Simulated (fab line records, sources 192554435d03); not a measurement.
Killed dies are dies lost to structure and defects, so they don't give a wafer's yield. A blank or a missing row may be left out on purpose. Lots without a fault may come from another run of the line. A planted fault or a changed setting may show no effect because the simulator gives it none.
Chamber matching | flow n5_finfet | N5_BEOL_M0_SAQP_STRIP_108 on rie_diel-03: 4 sister chambers
The step strips in N2/H2. 30 wafers are shown with their chamber, then 12 later ones without.

WAFERS WITH THEIR CHAMBER
wafer  | chamber | throttle_valve_pct (%) | showerhead_plenum_p_Torr (Torr) | oes_product_au (a.u.)
L074.2 | 3       | 19.7                   | 3.16                            | 0.66
L074.3 | 0       | 18.7                   | 3.37                            | 0.77
L074.4 | 3       | 19.7                   | 3.16                            | 0.66
L078.1 | 0       | 18.7                   | 3.37                            | 0.77
L078.4 | 3       | 19.3                   | 3.59                            | 1.00
L078.5 | 0       | 18.7                   | 3.37                            | 0.76
L079.1 | 3       | 19.2                   | 3.59                            | 0.99
L079.3 | 1       | 18.9                   | 3.20                            | 0.74
L079.5 | 1       | 18.9                   | 3.20                            | 0.74
L083.2 | 0       | 18.8                   | 3.36                            | 0.75
L083.5 | 1       | 19.0                   | 3.19                            | 0.72
L083.6 | 3       | 19.3                   | 3.58                            | 0.95
L085.2 | 2       | 18.4                   | 3.40                            | 0.85
L085.5 | 2       | 18.4                   | 3.40                            | 0.85
L085.6 | 1       | 19.0                   | 3.19                            | 0.74
L086.3 | 3       | 19.3                   | 3.58                            | 0.95
L086.4 | 2       | 18.4                   | 3.40                            | 0.85
L086.5 | 2       | 18.4                   | 3.40                            | 0.85
L087.1 | 2       | 18.4                   | 3.40                            | 0.84
L087.2 | 3       | 19.3                   | 3.58                            | 0.93
L087.3 | 1       | 19.0                   | 3.19                            | 0.72
L087.4 | 0       | 18.8                   | 3.36                            | 0.75
L087.5 | 1       | 18.9                   | 3.19                            | 0.73
L087.6 | 2       | 18.4                   | 3.40                            | 0.84
L089.1 | 1       | 19.0                   | 3.19                            | 0.73
L089.2 | 3       | 19.3                   | 3.57                            | 0.92
L089.3 | 0       | 18.8                   | 3.35                            | 0.75
L089.4 | 2       | 18.5                   | 3.40                            | 0.84
L089.5 | 3       | 19.3                   | 3.57                            | 0.92
L089.6 | 2       | 18.5                   | 3.40                            | 0.83

SIGNATURES (means of the wafers above)
reading                  | chamber 0 | chamber 1 | chamber 2 | chamber 3 | scatter within a chamber
throttle_valve_pct       | 18.750    | 18.957    | 18.425    | 19.378    | 0.111
showerhead_plenum_p_Torr | 3.3633    | 3.1929    | 3.4000    | 3.4867    | 0.103
oes_product_au           | 0.7583    | 0.7314    | 0.8438    | 0.8867    | 0.0733
Rule: a wafer's distance from a chamber is the root of the sum, over the readings, of the square of ((its reading less the chamber's mean) divided by the reading's scatter). The wafer belongs to the nearest chamber; if the next one is less than 2 further off, it can't be placed. The scatter: the root of (the sum of the squares of (reading less its chamber's mean) over the shown wafers, divided by (wafers less chambers)).

WAFERS WITHOUT THEIR CHAMBER
wafer  | throttle_valve_pct (%) | showerhead_plenum_p_Torr (Torr) | oes_product_au (a.u.)
L091.3 | 19.3                   | 3.57                            | 0.92
L091.4 | 18.5                   | 3.40                            | 0.83
L091.6 | 18.5                   | 3.40                            | 0.84
L093.1 | 19.0                   | 3.18                            | 0.72
L093.4 | 18.5                   | 3.39                            | 0.82
L093.6 | 19.0                   | 3.18                            | 0.71
L097.1 | 19.3                   | 3.57                            | 0.90
L097.2 | 18.8                   | 3.35                            | 0.74
L097.3 | 19.0                   | 3.18                            | 0.72
L097.4 | 18.5                   | 3.39                            | 0.83
L097.5 | 19.3                   | 3.57                            | 0.91
L097.6 | 18.5                   | 3.39                            | 0.82

WHICH CHAMBER EACH WENT THROUGH
wafer  | from the rows above     | in truth
L091.3 | 3                       | 3
L091.4 | can't be placed: 2 or 0 | 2
L091.6 | can't be placed: 2 or 0 | 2
L093.1 | 1                       | 1
L093.4 | can't be placed: 2 or 0 | 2
L093.6 | 1                       | 1
L097.1 | 3                       | 3
L097.2 | can't be placed: 0 or 1 | 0
L097.3 | 1                       | 1
L097.4 | can't be placed: 2 or 0 | 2
L097.5 | 3                       | 3
L097.6 | can't be placed: 2 or 0 | 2
Placed correctly: 6 of 12. Can't be placed from these rows: 6 (the true chamber is among the candidates in 6). Placed wrongly: 0.
